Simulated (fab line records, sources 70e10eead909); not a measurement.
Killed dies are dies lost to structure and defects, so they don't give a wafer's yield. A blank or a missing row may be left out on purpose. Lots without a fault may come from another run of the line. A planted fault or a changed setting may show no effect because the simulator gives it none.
Chamber matching | flow nand_harc | NHARC_A_WL_FILL_ALD_00 on ald_hk-02: 4 sister chambers
The step deposits Al2O3, target thk 3 nm, pulse time 3 s, ald cycles 30. 14 wafers are shown with their chamber, then 7 later ones without.

WAFERS WITH THEIR CHAMBER
wafer  | chamber | heater_power_w (W) | precursor_pulse_height_rel
L965.1 | 3       | 443                | 0.986
L965.2 | 0       | 460                | 1.039
L965.5 | 2       | 393                | 1.034
L969.1 | 3       | 436                | 0.987
L969.3 | 2       | 384                | 1.006
L969.4 | 1       | 562                | 1.034
L972.1 | 2       | 385                | 0.996
L972.3 | 0       | 456                | 0.982
L972.6 | 2       | 392                | 1.017
L976.1 | 1       | 572                | 1.020
L976.4 | 3       | 442                | 0.997
L976.5 | 2       | 385                | 1.008
L978.1 | 0       | 463                | 0.960
L978.5 | 3       | 444                | 0.998

SIGNATURES (means of the wafers above)
reading                    | chamber 0 | chamber 1 | chamber 2 | chamber 3 | scatter within a chamber
heater_power_w             | 459.67    | 567.00    | 387.80    | 441.25    | 4.34
precursor_pulse_height_rel | 0.99367   | 1.02700   | 1.01220   | 0.99200   | 0.0209
Rule: a wafer's distance from a chamber is the root of the sum, over the readings, of the square of ((its reading less the chamber's mean) divided by the reading's scatter). The wafer belongs to the nearest chamber; if the next one is less than 2 further off, it can't be placed. The scatter: the root of (the sum of the squares of (reading less its chamber's mean) over the shown wafers, divided by (wafers less chambers)).

WAFERS WITHOUT THEIR CHAMBER
wafer  | heater_power_w (W) | precursor_pulse_height_rel
L978.6 | 371                | 0.989
L981.1 | 471                | 1.030
L981.3 | 394                | 1.009
L981.6 | 393                | 1.003
L983.1 | 376                | 0.964
L983.2 | 446                | 0.972
L983.3 | 473                | 1.024

WHICH CHAMBER EACH WENT THROUGH
wafer  | from the rows above     | in truth
L978.6 | 2                       | 2
L981.1 | 0                       | 0
L981.3 | 2                       | 2
L981.6 | 2                       | 2
L983.1 | 2                       | 2
L983.2 | can't be placed: 3 or 0 | 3
L983.3 | 0                       | 0
Placed correctly: 6 of 7. Can't be placed from these rows: 1 (the true chamber is among the candidates in 1). Placed wrongly: 0.
